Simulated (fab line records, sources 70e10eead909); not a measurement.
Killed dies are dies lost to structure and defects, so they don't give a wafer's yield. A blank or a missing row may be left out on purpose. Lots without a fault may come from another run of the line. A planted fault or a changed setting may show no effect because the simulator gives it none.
Which tool did it? | flow nand_harc | 12 lots, 36 wafers sampled, at 6 steps of a route of 1159

WHAT THE GAUGES READ, wafer by wafer
NHARC_P_M1_INSPECT_11.
lot  | measured     | on                | raw_defect_count
L455 | day 6 12:25  | defect_inspect-02 | 3 6 5
L456 | day 6 18:56  | defect_inspect-02 | 3 9 7
L457 | day 7 09:38  | defect_inspect-02 | 4 6 2
L463 | day 8 10:01  | defect_inspect-01 | 7 3 6
L462 | day 8 10:20  | defect_inspect-02 | 7 4 4
L464 | day 10 08:53 | defect_inspect-01 | 493 526 489
L471 | day 10 14:02 | defect_inspect-02 | 1 2 2
L469 | day 10 20:42 | defect_inspect-01 | 465 486 452
L472 | day 10 21:26 | defect_inspect-02 | 1 4 4
L474 | day 11 01:46 | defect_inspect-02 | 2 4 1
L476 | day 11 05:02 | defect_inspect-02 | 3 3 1
L477 | day 11 19:07 | defect_inspect-01 | 5 3 6

NHARC_END_SORT_01.
lot  | measured     | on        | defect_limited_yield (%) | killed_at_array | killed_at_other | killed_at_periphery | killed_dies | killed_open | killed_short | sort_bin_2_pct (%) | sort_bin_3_pct (%) | sort_bin_4_pct (%) | sort_n_pass | sort_rim_yield_pct (%) | sort_yield_pct (%)
L457 | day 21 08:04 | prober-02 | 98.2 97.8 98.2           | 10 11 10        | 0 0 0           | 2 4 2               | 12 15 12    | 0 4 3       | 0 1 1        | 0.1 0.4 0.1        | 0.44 0 0           | 1.2 1.8 1.6        | 665 662 665 | 100.0 98.1 99.1        | 98.2 97.8 98.2
L464 | day 24 01:34 | prober-01 | 81.7 81.4 81.8           | 39 39 49        | 0 1 0           | 85 86 74            | 124 126 123 | 6 3 5       | 2 4 2        | 7.8 8.4 7.5        | 3.40 3.84 3.25     | 7.1 6.4 7.4        | 553 551 554 | 99.1 88.7 81.1         | 81.7 81.4 81.8
L469 | day 25 03:20 | prober-01 | 81.1 82.3 79.8           | 49 35 50        | 0 0 0           | 79 85 87            | 128 120 137 | 3 1 6       | 1 2 4        | 9.7 6.9 9.0        | 2.51 3.40 2.66     | 6.6 7.4 8.6        | 549 557 540 | 91.5 88.7 97.2         | 81.1 82.3 79.8
L472 | day 25 03:19 | prober-02 | 94.8 93.4 96.5           | 31 35 21        | 0 0 0           | 4 10 3              | 35 45 24    | 4 1 1       | 2 4 0        | 1.5 1.8 1.3        | 0.30 0.30 0.15     | 3.4 4.6 2.1        | 642 632 653 | 93.4 95.3 91.5         | 94.8 93.4 96.5

WHICH TOOL RAN EACH LOT (tool, then ch and the chambers of the sampled wafers, then the start)
lot  | NHARC_P_M0_DEGAS_28          | NHARC_P_M0_CMP_23             | NHARC_P_M0_DEP_32               | NHARC_P_M1_PRE_CLEAN_30
L455 | pvd_sputter-02, day 6 09:20  | cmp-04 ch 2,3, day 6 10:25    | pecvd-02 ch 0,1,2, day 6 11:02  | pvd_sputter-02, no start
L456 | pvd_sputter-03, day 6 15:50  | cmp-04 ch 1,2,3, day 6 16:56  | pecvd-02 ch 1,2, day 6 17:33    | pvd_sputter-03, no start
L457 | pvd_sputter-02, day 7 06:41  | cmp-04 ch 0,1,3, day 7 07:50  | pecvd-04 ch 0,1,2, day 7 08:23  | pvd_sputter-02, day 21 08:04 or earlier
L463 | pvd_sputter-02, day 8 06:56  | cmp-01 ch 0,2,3, day 8 08:01  | pecvd-03 ch 0,1,2, day 8 08:40  | pvd_sputter-03, no start
L462 | pvd_sputter-01, day 8 07:14  | cmp-04 ch 0,2, day 8 08:23    | pecvd-04 ch 0,2, day 8 08:58    | pvd_sputter-01, no start
L464 | pvd_sputter-03, day 10 05:41 | cmp-04 ch 1,2,3, day 10 06:49 | pecvd-02 ch 0,1,2, day 10 07:28 | pvd_sputter-03, day 24 01:34 or earlier
L471 | pvd_sputter-02, day 10 10:46 | cmp-01 ch 0,2,3, day 10 11:52 | pecvd-04 ch 0,1, day 10 12:32   | pvd_sputter-03, no start
L469 | pvd_sputter-03, day 10 17:37 | cmp-01 ch 1,2,3, day 10 18:43 | pecvd-02 ch 1,2, day 10 19:20   | pvd_sputter-01, day 25 03:20 or earlier
L472 | pvd_sputter-02, day 10 18:17 | cmp-02 ch 0,1,3, day 10 19:25 | pecvd-04 ch 0,2, day 10 20:08   | pvd_sputter-01, day 25 03:19 or earlier
L474 | pvd_sputter-02, day 10 22:39 | cmp-02 ch 0,2,3, day 10 23:46 | pecvd-03 ch 0,1,2, day 11 00:21 | pvd_sputter-03, no start
L476 | pvd_sputter-03, day 11 01:51 | cmp-01 ch 0,1,2, day 11 02:56 | pecvd-03 ch 0,1,2, day 11 03:34 | pvd_sputter-01, no start
L477 | pvd_sputter-02, day 11 15:59 | cmp-04 ch 0,1,3, day 11 17:10 | pecvd-03 ch 0,1, day 11 17:43   | pvd_sputter-02, no start
- NHARC_P_M0_DEGAS_28: time 60 s.
- NHARC_P_M0_CMP_23: polishes, t overpolish 20 s, target thk 117.53 nm.
- NHARC_P_M0_DEP_32: deposits SiCN, target thk 30 nm.
- NHARC_P_M1_PRE_CLEAN_30: time 30 s.

WHAT THE TOOLS THEMSELVES READ (means of the sampled wafers that have a number; where no wafer has one, the mark that the record gives instead)
NHARC_P_M0_DEGAS_28.
lot  | tool           | heater_power_w (W)
L455 | pvd_sputter-02 | 333
L456 | pvd_sputter-03 | 370
L457 | pvd_sputter-02 | 315
L463 | pvd_sputter-02 | 314
L462 | pvd_sputter-01 | 310
L464 | pvd_sputter-03 | 358
L471 | pvd_sputter-02 | 329
L469 | pvd_sputter-03 | 362
L472 | pvd_sputter-02 | 317
L474 | pvd_sputter-02 | 315
L476 | pvd_sputter-03 | 363
L477 | pvd_sputter-02 | 332

NHARC_P_M0_CMP_23.
lot  | tool   | motor_current_A (A) | slurry_flow_ml_min | time_to_endpoint_s (s)
L455 | cmp-04 | 13.4                | 150.3              | 29
L456 | cmp-04 | 12.4                | 150.1              | 30
L457 | cmp-04 | 12.5                | 150.2              | 31
L463 | cmp-01 | 12.8                | 150.1              | 31
L462 | cmp-04 | 12.2                | 149.8              | 34
L464 | cmp-04 | 12.6                | 149.9              | 32
L471 | cmp-01 | 12.6                | 150.2              | 33
L469 | cmp-01 | 12.3                | 150.4              | 31
L472 | cmp-02 | 12.4                | 150.5              | 26
L474 | cmp-02 | 12.1                | 150.1              | 27
L476 | cmp-01 | 13.0                | 150.0              | 30
L477 | cmp-04 | 12.2                | 149.8              | 27

NHARC_P_M0_DEP_32.
lot  | tool     | heater_power_w (W) | rf_fwd_power_W (W)
L455 | pecvd-02 | 538                | 447.4
L456 | pecvd-02 | 561                | 449.6
L457 | pecvd-04 | 555                | 449.2
L463 | pecvd-03 | 648                | 448.1
L462 | pecvd-04 | 544                | 449.7
L464 | pecvd-02 | 559                | 449.1
L471 | pecvd-04 | 500                | 448.9
L469 | pecvd-02 | 484                | 449.3
L472 | pecvd-04 | 556                | 450.7
L474 | pecvd-03 | 639                | 449.0
L476 | pecvd-03 | 634                | 448.8
L477 | pecvd-03 | 623                | 448.5

NHARC_P_M1_PRE_CLEAN_30.
lot  | tool           | heater_power_w (W)
L455 | pvd_sputter-02 | 409
L456 | pvd_sputter-03 | 443
L457 | pvd_sputter-02 | 431
L463 | pvd_sputter-03 | 428
L462 | pvd_sputter-01 | 382
L464 | pvd_sputter-03 | 455
L471 | pvd_sputter-03 | 444
L469 | pvd_sputter-01 | 372
L472 | pvd_sputter-01 | 387
L474 | pvd_sputter-03 | 445
L476 | pvd_sputter-01 | 399
L477 | pvd_sputter-02 | 402

THE ANSWER, worked out from the rows above alone
Rule: what is usual is taken from the lots themselves. Put in order of their means at a reading, lots are off if they are a third of the lots or fewer, leave a main group of 4 or more, and stand apart from it by a gap of 3 or more times the standard deviation of the main group's means; of several such gaps the widest counts. A main group whose means are all the same, to the digits that the tables above print for the reading, isn't used. A lot without any number at a reading at which 4 lots or more have one is off too. The other lots that the step has rows for count as sound. The gauges are gone through in route order, then the tools' own readings, and for those a lot's mean is taken as printed above. The first step at which some lot is off is used, and at that step the reading that is off furthest; a lot without a number counts as furthest.
Off: L464, L469, at NHARC_P_M1_INSPECT_11 (raw_defect_count). The main group: mean 3.9, standard deviation 1.5.
A tool fits if, at a process step before that reading, it ran every lot that is off, and no sound lot after the first of them. The gauges at NHARC_P_M1_INSPECT_11 are tried like those tools. One fits: pecvd-02 at NHARC_P_M0_DEP_32. Its last sound lot is L456 (day 6 17:33), its first lot that is off L464 (day 10 07:28): a fault that began between those two fits.

WHAT THE SIMULATOR HAD PUT IN
Chamber particle source: pecvd-02, from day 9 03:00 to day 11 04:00, at NHARC_P_M0_DEP_32. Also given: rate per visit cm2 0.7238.
Lots struck among those shown: L464, L469. The rule above found the same.
